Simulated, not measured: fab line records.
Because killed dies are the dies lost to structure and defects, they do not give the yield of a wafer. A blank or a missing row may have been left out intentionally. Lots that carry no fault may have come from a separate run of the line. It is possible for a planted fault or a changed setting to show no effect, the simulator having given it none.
fab line records	flow nand-harc	part 1 of 2: steps 1 to 4 of 6
record lots=21	wafers=63	last-day=34
route steps=1302 shown A_CHANNEL_FILL_D2@629 A_STAIRCASE@639
lots that met no fault: from a run of the same line without faults
start-h: start of the lot's first displayed wafer, in hours after the record's first day	wait-h: how many hours have passed since the lot's step before this one	" unchanged from the row above	L1.1+2: a single row standing in for several wafers	- no value present, or no start provided	* or withheld: withheld	< > ~ a bound
route shown NAME@n: NAME is a module with steps in the file, n the number in the route of the first one	usual: mean/standard deviation of fault-free wafers	same: alike in all rows	chamber/n: place in a boat	sites: per-site readings	_std_site: the standard deviation of these	_edge_site: mean of outer sites minus mean of inner sites	radius-mm: for every site, how far away it sits from the centre of the wafer	mask NAME#n: copy n	behind: the tool/chamber that last shaped the wafer	hold: cause of the lot's hold/its duration in hours/its outcome	device: which transistor (n, p or np) failed to switch	end of line: tests of these same wafers at the route's end	a step given without rows: its recipe and nothing more	killed: at the first sort, the dies lost to defects and structure; wafer yield is something else	map: shows each die of a wafer: x if killed, . if not, _ if none is there
set.NAME: the setting as run; set.NAME@STEP: as run at that earlier step	model.NAME: the simulator's own value behind a step, which no gauge read
one table for each step of the route and one row for each wafer, over a sample of lots
services: from which hour (start-h, from the record's first day; less than 0 if before it) a tool's chamber was out of use, for how many hours, and why
## steps
# step NHARC_A_CHANNEL_FILL_D2_STRIP_29
# recipe time-s=20	o2-flow-sccm=500	ar-flow-sccm=0	bias-w=0	chemistry=O2
# usual chamber-pressure-mTorr=60.00/0.05	drypump-motor-current-A=5.8/0.42	oes-product-au=0.998/0.0088	rf-vpp-V=57.6/0.95	showerhead-plenum-p-Torr=3.44/0.13	throttle-valve-pct=17.037/0.0086
lot.wafer	tool	chamber	start-h	wait-h	chamber-pressure-mTorr	drypump-motor-current-A	oes-product-au	rf-hours-counter-h	rf-vpp-V	showerhead-plenum-p-Torr	throttle-valve-pct
L075.4	rie-diel-05	0	-	-	60.07	6.4	0.997	2.8	57.9	3.31	17.029
L075.6	"	0	"	"	60.03	6.3	0.988	-	57.6	3.31	17.041
L075.5	"	1	"	"	59.96	5.6	0.995	-	56.7	3.30	17.044
L074.1	rie-diel-02	1	-	-	60.00	5.7	0.993	4.9	56.8	3.37	17.022
L074.2	"	3	"	"	60.02	5.3	0.980	5.0	58.2	3.49	17.044
L074.4	"	0	"	"	60.00	5.7	0.996	4.9	57.2	3.37	17.028
L076.3	rie-diel-05	1	-	-	60.00	5.5	0.997	2.7	56.7	3.30	17.031
L076.4	"	3	"	"	59.98	5.1	0.993	2.9	58.9	3.69	17.042
L076.5	"	1	"	"	60.02	5.6	0.990	-	56.5	3.30	17.031
L077.3	rie-diel-02	2	369.73	0.1	60.02	6.4	1.014	5.3	57.3	3.31	17.043
L077.1	"	1	"	"	60.03	5.7	1.001	5.2	57.2	3.37	17.041
L077.5	"	0	"	"	60.00	5.7	0.993	-	57.7	3.37	17.043
L079.2	rie-diel-01	2	-	-	60.09	5.9	0.999	0.2	59.5	3.38	17.051
L079.4	"	0	"	"	60.02	5.6	1.002	0.1	58.1	3.43	17.045
L079.6	"	2	"	"	60.06	5.9	1.003	-	56.7	3.38	17.036
L078.3	rie-diel-01	2	-	-	60.03	5.9	0.998	0.2	56.9	3.38	17.031
L078.5	"	1	"	"	60.00	6.3	1.007	-	57.3	3.56	17.036
L078.6	"	2	"	"	60.05	5.9	0.999	-	57.9	3.38	17.042
L082.3	rie-diel-05	3	-	-	59.92	5.1	0.989	0.0	56.5	3.69	17.033
L082.1	"	1	"	"	60.00	5.6	0.989	0.1	56.9	3.30	17.031
L082.5	"	3	"	"	59.97	5.1	0.981	-	58.0	3.69	17.042
L080.4	rie-diel-02	0	420.53	0.1	60.08	5.7	0.996	-	58.1	3.37	17.056
L080.6	"	1	"	"	60.02	5.7	1.011	-	57.2	3.37	17.043
L080.5	"	3	"	"	59.93	5.3	0.993	-	58.9	3.49	17.034
L081.1	rie-diel-01	0	-	-	60.02	5.6	1.004	2.2	58.1	3.43	17.027
L081.2	"	1	"	"	60.01	6.3	1.018	3.0	57.8	3.56	17.033
L081.4	"	3	"	"	60.03	5.4	1.007	2.3	57.6	3.51	17.037
L083.4	rie-diel-02	2	-	-	60.03	6.3	0.998	0.3	57.6	3.31	17.043
L083.3	"	1	"	"	60.03	5.7	0.998	0.8	57.1	3.37	17.037
L083.5	"	2	"	"	60.00	6.3	1.011	-	57.0	3.31	17.031
L084.2	rie-diel-05	1	-	-	60.08	5.6	1.005	1.0	55.8	3.30	17.032
L084.4	"	0	"	"	60.00	6.4	1.014	0.8	57.0	3.31	17.034
L084.6	"	2	"	"	60.04	5.9	1.015	-	58.4	3.57	17.036
L086.2	rie-diel-02	1	-	-	59.99	5.7	1.006	1.6	58.2	3.37	17.048
L086.1	"	2	"	"	60.07	6.3	1.008	1.3	55.7	3.31	17.040
L086.6	"	0	"	"	59.84	5.6	0.997	-	59.5	3.37	17.037
L085.3	rie-diel-01	1	-	-	60.04	6.4	1.018	11.4	58.6	3.56	17.042
L085.6	"	1	"	"	60.00	6.3	1.004	-	58.6	3.56	17.030
L085.5	"	2	"	"	59.99	5.9	0.999	-	58.1	3.38	17.027
L087.1	rie-diel-05	2	474.98	0.1	59.95	5.9	1.002	1.3	59.8	3.57	17.044
L087.2	"	0	"	"	60.01	6.3	0.989	0.9	56.5	3.31	17.046
L087.4	"	0	"	"	59.96	6.3	0.987	-	57.8	3.31	17.034
L088.2	rie-diel-02	1	-	-	59.95	5.7	1.004	2.3	58.7	3.37	17.045
L088.6	"	3	"	"	59.98	5.3	0.988	-	58.5	3.49	17.045
L088.5	"	0	"	"	60.08	5.6	1.008	-	56.8	3.37	17.040
L089.1	rie-diel-05	0	-	-	59.97	6.3	0.993	1.6	58.8	3.31	17.036
L089.2	"	1	"	"	60.04	5.6	0.988	1.3	56.7	3.30	17.020
L089.4	"	3	"	"	59.89	5.1	0.982	1.6	58.1	3.69	17.029
L091.1	rie-diel-05	1	-	-	60.01	5.6	1.000	1.9	57.4	3.30	17.042
L091.2	"	2	"	"	59.96	6.0	0.996	2.5	57.4	3.57	17.034
L091.4	"	3	"	"	59.97	5.0	0.979	2.1	56.5	3.69	17.020
L094.3	rie-diel-02	2	-	-	59.91	6.3	0.999	3.2	56.6	3.31	17.029
L094.6	"	2	"	"	60.02	6.3	1.004	-	57.4	3.31	17.029
L094.5	"	3	"	"	59.99	5.3	0.999	-	57.8	3.49	17.031
L095.2	rie-diel-05	0	-	-	59.96	6.4	0.993	4.0	57.8	3.31	17.038
L095.1	"	1	"	"	60.02	5.6	1.000	4.1	58.7	3.30	17.048
L095.6	"	2	"	"	60.05	5.9	0.995	-	56.1	3.57	17.038
L096.2	rie-diel-05	1	-	-	59.98	5.5	1.006	4.1	56.1	3.30	17.038
L096.1	"	2	"	"	60.09	5.9	0.998	4.8	58.8	3.57	17.037
L096.6	"	1	"	"	60.05	5.5	1.002	-	57.2	3.30	17.049
L097.3	rie-diel-05	3	581.30	0.1	60.06	5.0	0.994	4.6	59.2	3.69	17.040
L097.5	"	3	"	"	59.88	5.0	0.989	-	57.3	3.69	17.034
L097.4	"	2	"	"	60.01	5.9	0.993	-	57.0	3.57	17.041
# step NHARC_A_CHANNEL_FILL_D2_RTA_24
# recipe temp-c=1000	time-s=5
# usual lamp-power-pct=33.7/0.38	lamp_zone_1_pct=33.7/0.38	lamp_zone_3_pct=33.7/0.38	wafer_temp_C_max=1006.2/1.2
lot.wafer	tool	chamber	start-h	wait-h	lamp-power-pct	lamp_zone_1_pct	lamp_zone_3_pct	wafer_temp_C_max
L074.1	rtp-anneal-01	0	353.74	0.0	34.0	33.9	34.0	1008.0
L074.2	"	0	"	"	33.9	33.9	33.9	1006.0
L074.4	"	0	"	"	34.0	33.9	34.0	1006.5
L075.4	rtp-anneal-02	0	353.82	0.1	33.2	33.2	33.2	1008.5
L075.5	"	0	"	"	33.2	33.2	33.2	1008.8
L075.6	"	0	"	"	33.2	33.2	33.2	1007.6
L076.3	rtp-anneal-02	0	367.43	0.1	33.2	33.2	33.2	1005.1
L076.4	"	0	"	"	33.2	33.2	33.2	1008.5
L076.5	"	0	"	"	33.2	33.2	33.2	1008.4
L077.1	rtp-anneal-02	0	388.23	0.0	33.2	33.2	33.3	1005.4
L077.3	"	0	"	"	33.2	33.2	33.2	1005.9
L077.5	"	0	"	"	33.2	33.2	33.2	1007.8
L079.2	rtp-anneal-01	0	400.22	0.2	33.9	34.0	33.9	1005.4
L079.4	"	0	"	"	34.0	34.0	34.0	1005.7
L079.6	"	0	"	"	33.9	33.9	33.9	1006.4
L078.3	rtp-anneal-02	0	400.33	0.3	33.2	33.2	33.2	1005.9
L078.5	"	0	"	"	33.3	33.2	33.2	1003.9
L078.6	"	0	"	"	33.2	33.2	33.3	1005.5
L082.1	rtp-anneal-02	0	426.59	0.0	33.1	33.2	33.2	1008.0
L082.3	"	0	"	"	33.2	33.2	33.2	1009.3
L082.5	"	0	"	"	33.2	33.2	33.2	1006.4
L080.4	rtp-anneal-01	0	426.67	0.1	33.9	34.0	33.9	1005.2
L080.5	"	0	"	"	34.0	33.9	34.0	1005.5
L080.6	"	0	"	"	34.0	34.0	33.9	1005.0
L081.1	rtp-anneal-01	0	426.76	0.2	33.9	34.0	33.9	1003.9
L081.2	"	0	"	"	33.9	33.9	33.9	1004.2
L081.4	"	0	"	"	33.9	33.9	33.9	1005.5
L083.3	rtp-anneal-02	0	447.59	0.1	33.2	33.2	33.2	1006.4
L083.4	"	0	"	"	33.1	33.1	33.1	1005.4
L083.5	"	0	"	"	33.2	33.1	33.2	1005.3
L084.2	rtp-anneal-01	0	466.56	0.1	34.0	34.0	34.0	1006.8
L084.4	"	0	"	"	33.9	34.0	34.0	1006.8
L084.6	"	0	"	"	34.0	34.0	34.0	1006.3
L086.1	rtp-anneal-02	0	470.12	0.0	33.2	33.2	33.2	1006.2
L086.2	"	0	"	"	33.2	33.2	33.2	1006.4
L086.6	"	0	"	"	33.2	33.2	33.2	1006.1
L085.3	rtp-anneal-01	0	470.18	0.1	34.0	34.0	34.0	1006.8
L085.5	"	0	"	"	34.0	34.0	34.0	1007.5
L085.6	"	0	"	"	34.0	34.0	34.0	1007.3
L087.1	rtp-anneal-01	0	481.17	0.0	34.0	34.0	34.0	1005.1
L087.2	"	0	"	"	33.9	34.0	34.0	1007.3
L087.4	"	0	"	"	34.0	33.9	34.0	1005.7
L088.2	rtp-anneal-01	0	500.65	0.1	34.0	34.0	34.1	1004.4
L088.5	"	0	"	"	34.0	34.0	34.0	1004.0
L088.6	"	0	"	"	33.9	34.1	34.0	1004.9
L089.1	rtp-anneal-01	0	500.80	0.2	34.0	33.9	33.9	1005.1
L089.2	"	0	"	"	33.9	33.9	33.9	1004.5
L089.4	"	0	"	"	33.9	33.9	34.0	1006.5
L091.1	rtp-anneal-02	0	507.65	0.0	33.1	33.2	33.2	1005.5
L091.2	"	0	"	"	33.2	33.3	33.2	1009.0
L091.4	"	0	"	"	33.2	33.1	33.2	1006.5
L094.3	rtp-anneal-01	0	547.65	0.1	33.9	34.0	34.0	1005.6
L094.5	"	0	"	"	34.0	34.0	34.0	1006.6
L094.6	"	0	"	"	34.0	34.0	34.0	1005.9
L095.1	rtp-anneal-01	0	576.38	0.0	34.0	34.0	34.0	1007.0
L095.2	"	0	"	"	34.0	34.0	34.0	1004.8
L095.6	"	0	"	"	34.0	34.0	34.0	1005.6
L096.1	rtp-anneal-02	0	580.72	0.0	33.2	33.2	33.2	1009.5
L096.2	"	0	"	"	33.1	33.2	33.2	1005.7
L096.6	"	0	"	"	33.2	33.2	33.2	1007.1
L097.3	rtp-anneal-01	0	587.51	0.1	34.0	33.9	33.9	1007.5
L097.4	"	0	"	"	34.0	34.0	34.0	1006.7
L097.5	"	0	"	"	34.0	34.0	34.0	1006.0
# step NHARC_A_STAIRCASE_DEP_156
# recipe target-thk-a=500	temp-c=400	target-thk-nm=50	flow-sccm=200	rf-w=450	material=SiNx
# usual heater-power-w=688/59
lot.wafer	tool	chamber	start-h	wait-h	heater-power-w	since-wet-clean-h
L074.2	pecvd-02	0	354.03	0.1	670	114
L074.1	"	1	"	"	693	114
L074.4	"	1	"	"	685	-
L075.5	pecvd-04	2	354.09	0.1	607	-
L075.6	"	0	"	"	743	-
L075.4	"	1	"	"	645	-
L076.3	pecvd-04	0	367.67	0.1	621	86
L076.4	"	0	"	"	617	-
L076.5	"	2	"	"	631	-
L077.3	pecvd-04	2	388.75	0.3	614	107
L077.1	"	1	"	"	745	107
L077.5	"	1	"	"	754	-
L079.2	pecvd-04	2	400.56	0.2	527	119
L079.4	"	2	"	"	537	-
L079.6	"	0	"	"	757	-
L078.3	pecvd-02	0	400.64	0.2	709	160
L078.6	"	2	"	"	700	-
L078.5	"	0	"	"	730	-
L082.3	pecvd-03	1	426.86	0.1	661	48
L082.1	"	0	"	"	688	48
L082.5	"	2	"	"	679	-
L080.5	pecvd-02	1	426.94	0.1	679	-
L080.6	"	2	"	"	683	-
L080.4	"	0	"	"	794	-
L081.1	pecvd-04	0	427.02	0.1	746	145
L081.2	"	2	"	"	560	145
L081.4	"	1	"	"	715	-
L083.3	pecvd-02	1	447.80	0.1	644	27
L083.5	"	2	"	"	756	-
L083.4	"	0	"	"	744	-
L084.2	pecvd-04	0	466.82	0.1	713	4
L084.6	"	2	"	"	621	-
L084.4	"	0	"	"	725	-
L086.1	pecvd-03	0	470.39	0.1	727	91
L086.2	"	2	"	"	599	91
L086.6	"	1	"	"	598	-
L085.3	pecvd-02	2	470.39	0.1	762	49
L085.5	"	2	"	"	736	-
L085.6	"	0	"	"	721	-
L087.1	pecvd-03	2	481.44	0.1	667	102
L087.2	"	0	"	"	682	102
L087.4	"	2	"	"	684	-
L089.2	pecvd-03	1	501.13	0.1	592	122
L089.1	"	0	"	"	743	122
L089.4	"	1	"	"	591	-
L088.2	pecvd-02	2	501.13	0.3	674	80
L088.6	"	1	"	"	726	-
L088.5	"	2	"	"	666	-
L091.1	pecvd-03	1	507.94	0.1	666	129
L091.2	"	2	"	"	622	129
L091.4	"	0	"	"	744	-
L094.3	pecvd-04	2	547.89	0.1	694	85
L094.5	"	1	"	"	665	-
L094.6	"	0	"	"	722	-
L095.1	pecvd-04	0	576.64	0.1	742	114
L095.2	"	2	"	"	685	114
L095.6	"	0	"	"	749	-
L096.1	pecvd-04	1	580.98	0.1	712	118
L096.2	"	0	"	"	618	118
L096.6	"	1	"	"	695	-
L097.3	pecvd-02	2	587.74	0.1	652	167
L097.4	"	1	"	"	657	-
L097.5	"	0	"	"	782	-
# step NHARC_A_STAIRCASE_ETCH_169
# recipe target-depth-a=500	time-s=107.1	ion-energy-ev=120	ch3f-flow-sccm=50	o2-flow-sccm=30	ar-flow-sccm=200	rf-w=500	bias-w=100	chemistry=CH3F/O2
# usual chamber-pressure-mTorr=25.004/0.023	drypump-motor-current-A=5.8/0.41	oes-product-au=0.954/0.021	rf-vpp-V=244.0/1.8	showerhead-plenum-p-Torr=2.44/0.12	throttle-valve-pct=20.663/0.0086
lot.wafer	tool	chamber	start-h	wait-h	chamber-pressure-mTorr	drypump-motor-current-A	oes-product-au	rf-hours-counter-h	rf-vpp-V	showerhead-plenum-p-Torr	throttle-valve-pct
L075.4	rie-diel-08	2	355.07	0.1	24.967	6.5	0.968	53	247.3	2.56	20.654
L075.6	"	2	"	"	25.015	6.5	0.969	-	245.1	2.56	20.649
L075.5	"	3	"	"	25.014	5.7	0.964	-	243.2	2.37	20.670
L074.4	rie-diel-08	3	355.23	0.1	25.019	5.7	0.940	49	244.6	2.37	20.667
L074.2	"	0	"	"	25.000	6.0	0.935	55	246.4	2.62	20.659
L074.1	"	2	"	"	24.961	6.5	0.978	53	244.1	2.56	20.673
L076.4	rie-diel-08	0	368.75	0.1	24.990	5.9	0.955	59	246.3	2.62	20.665
L076.3	"	1	"	"	25.013	6.6	0.972	65	243.1	2.42	20.663
L076.5	"	0	"	"	24.993	6.0	0.965	-	247.7	2.62	20.661
L077.1	rie-diel-08	1	389.96	0.2	25.007	6.6	0.966	3	243.9	2.42	20.667
L077.3	"	2	"	"	25.012	6.5	0.957	4	246.2	2.56	20.672
L077.5	"	0	"	"	25.013	6.0	0.953	-	246.0	2.61	20.666
L079.4	rie-diel-08	1	401.53	0.1	24.986	6.6	0.961	7	244.6	2.41	20.662
L079.2	"	3	"	"	25.010	5.7	0.966	7	242.5	2.36	20.660
L079.6	"	1	"	"	24.998	6.6	0.959	-	244.7	2.41	20.650
L078.3	rie-diel-10	1	401.68	0.1	24.984	5.3	0.949	52	245.0	2.49	20.657
L078.5	"	0	"	"	25.006	5.5	0.957	-	243.2	2.37	20.679
L078.6	"	1	"	"	24.996	5.3	0.945	-	245.3	2.49	20.657
L080.4	rie-diel-07	2	427.91	0.1	25.033	6.2	0.917	36	246.8	2.65	20.672
L080.6	"	2	"	"	25.026	6.2	0.908	-	248.0	2.65	20.669
L080.5	"	3	"	"	24.971	5.5	0.924	-	243.1	2.35	20.663
L082.3	rie-diel-07	1	428.14	0.1	25.026	5.3	0.925	29	245.0	2.53	20.660
L082.1	"	3	"	"	25.019	5.4	0.921	37	243.1	2.35	20.655
L082.5	"	0	"	"	24.982	5.9	0.911	-	242.6	2.30	20.662
L081.1	rie-diel-07	1	428.31	0.1	25.026	5.3	0.933	29	244.8	2.53	20.676
L081.4	"	2	"	"	25.006	6.2	0.919	37	246.6	2.65	20.655
L081.2	"	3	"	"	24.969	5.5	0.942	37	243.4	2.35	20.661
L083.3	rie-diel-10	0	448.86	0.1	24.987	5.5	0.971	8	244.2	2.36	20.668
L083.4	"	3	"	"	24.979	5.5	0.972	4	243.3	2.34	20.655
L083.5	"	0	"	"	25.015	5.5	0.972	-	242.4	2.36	20.664
L084.4	rie-diel-07	0	467.89	0.1	24.982	6.0	0.962	44	241.9	2.30	20.671
L084.2	"	1	"	"	24.951	5.3	0.975	39	245.4	2.53	20.685
L084.6	"	2	"	"	24.971	6.1	0.966	-	246.5	2.64	20.661
L086.2	rie-diel-08	3	471.66	0.2	25.014	5.7	0.930	27	243.3	2.36	20.654
L086.1	"	2	"	"	24.971	6.5	0.941	28	245.7	2.55	20.655
L086.6	"	0	"	"	24.990	6.0	0.941	-	244.5	2.61	20.665
L085.3	rie-diel-08	0	471.86	0.2	25.027	6.0	0.934	23	246.7	2.61	20.659
L085.6	"	0	"	"	25.023	5.9	0.928	-	245.3	2.61	20.659
L085.5	"	1	"	"	25.031	6.6	0.954	-	245.8	2.41	20.655
L087.2	rie-diel-10	0	482.56	0.1	25.032	5.5	0.956	19	242.6	2.35	20.660
L087.4	"	1	"	"	24.991	5.3	0.943	19	244.1	2.48	20.665
L087.1	"	2	"	"	24.965	5.5	0.965	19	241.5	2.30	20.673
L088.2	rie-diel-10	3	502.05	0.1	25.034	5.5	0.987	21	241.9	2.33	20.666
L088.5	"	2	"	"	24.968	5.6	1.013	-	241.8	2.30	20.648
L088.6	"	3	"	"	24.974	5.5	0.979	-	241.9	2.33	20.669
L089.1	rie-diel-07	2	502.20	0.1	25.021	6.1	0.964	5	246.7	2.64	20.661
L089.4	"	3	"	"	25.006	5.4	0.967	5	243.8	2.35	20.663
L089.2	"	0	"	"	25.000	6.0	0.976	4	242.2	2.30	20.660
L091.1	rie-diel-07	3	508.90	0.1	24.999	5.4	0.934	6	241.6	2.35	20.661
L091.2	"	1	"	"	25.020	5.3	0.963	7	244.5	2.52	20.667
L091.4	"	2	"	"	24.983	6.2	0.944	7	246.3	2.64	20.650
L094.3	rie-diel-10	2	548.93	0.1	24.989	5.6	0.967	37	241.8	2.30	20.670
L094.5	"	2	"	"	24.982	5.6	0.963	-	241.3	2.30	20.663
L094.6	"	3	"	"	25.030	5.5	0.966	-	244.2	2.33	20.661
L095.1	rie-diel-07	2	577.71	0.1	25.016	6.2	0.971	28	245.7	2.63	20.668
L095.2	"	3	"	"	24.937	5.5	0.957	25	241.4	2.34	20.657
L095.6	"	2	"	"	24.980	6.2	0.983	-	247.0	2.63	20.662
L096.2	rie-diel-07	0	582.13	0.1	25.044	6.0	0.927	28	242.3	2.29	20.658
L096.1	"	2	"	"	25.028	6.1	0.927	31	246.2	2.62	20.654
L096.6	"	0	"	"	25.045	6.0	0.932	-	241.2	2.29	20.660
L097.4	rie-diel-07	3	588.78	0.1	25.039	5.5	0.966	31	243.3	2.34	20.655
L097.3	"	0	"	"	25.004	6.0	0.983	30	243.2	2.29	20.677
L097.5	"	3	"	"	24.985	5.4	0.972	-	243.7	2.34	20.665
